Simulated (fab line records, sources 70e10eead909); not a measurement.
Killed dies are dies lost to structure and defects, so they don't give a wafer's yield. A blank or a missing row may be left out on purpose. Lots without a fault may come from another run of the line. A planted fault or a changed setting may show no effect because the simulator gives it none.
Chamber matching | flow nand_harc | NHARC_A_CHANNEL_FILL_D1_ALD_02 on ald_hk-02: 4 sister chambers
The step deposits SiO2, target thk 6 nm, pulse time 10 s, ald cycles 60. 4 wafers are shown with their chamber, then 10 later ones without.

WAFERS WITH THEIR CHAMBER
wafer  | chamber | heater_power_w (W)
L078.4 | 0       | 488
L085.6 | 2       | 542
L087.1 | 3       | 430
L087.3 | 1       | 499

WAFERS WITHOUT THEIR CHAMBER
wafer  | heater_power_w (W)
L087.4 | 490
L093.1 | 548
L093.3 | 485
L093.4 | 474
L094.4 | 417
L094.5 | 538
L094.6 | 426
L097.1 | 475
L097.2 | 553
L097.4 | 476

WHICH CHAMBER EACH WENT THROUGH
wafer  | from the rows above     | in truth
L087.4 | can't be placed: 0 or 1 | 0
L093.1 | 2                       | 2
L093.3 | can't be placed: 0 or 1 | 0
L093.4 | can't be placed: 0 or 1 | 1
L094.4 | 3                       | 3
L094.5 | 2                       | 2
L094.6 | 3                       | 3
L097.1 | can't be placed: 0 or 1 | 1
L097.2 | 2                       | 2
L097.4 | can't be placed: 0 or 1 | 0
Placed correctly: 5 of 10. Can't be placed from these rows: 5 (the true chamber is among the candidates in 5). Placed wrongly: 0.
How it was worked out, from the rows above alone: a wafer's distance from a chamber is the root of the sum, over the readings, of the square of ((its reading less the chamber's mean) divided by the reading's scatter). The wafer belongs to the nearest chamber; if the next one is less than 2 further off, it can't be placed. A chamber's mean is the mean of its shown wafers. The scatter: with one shown wafer a chamber, the root of the mean of the squares of how far each hidden wafer lies from its nearest shown one.
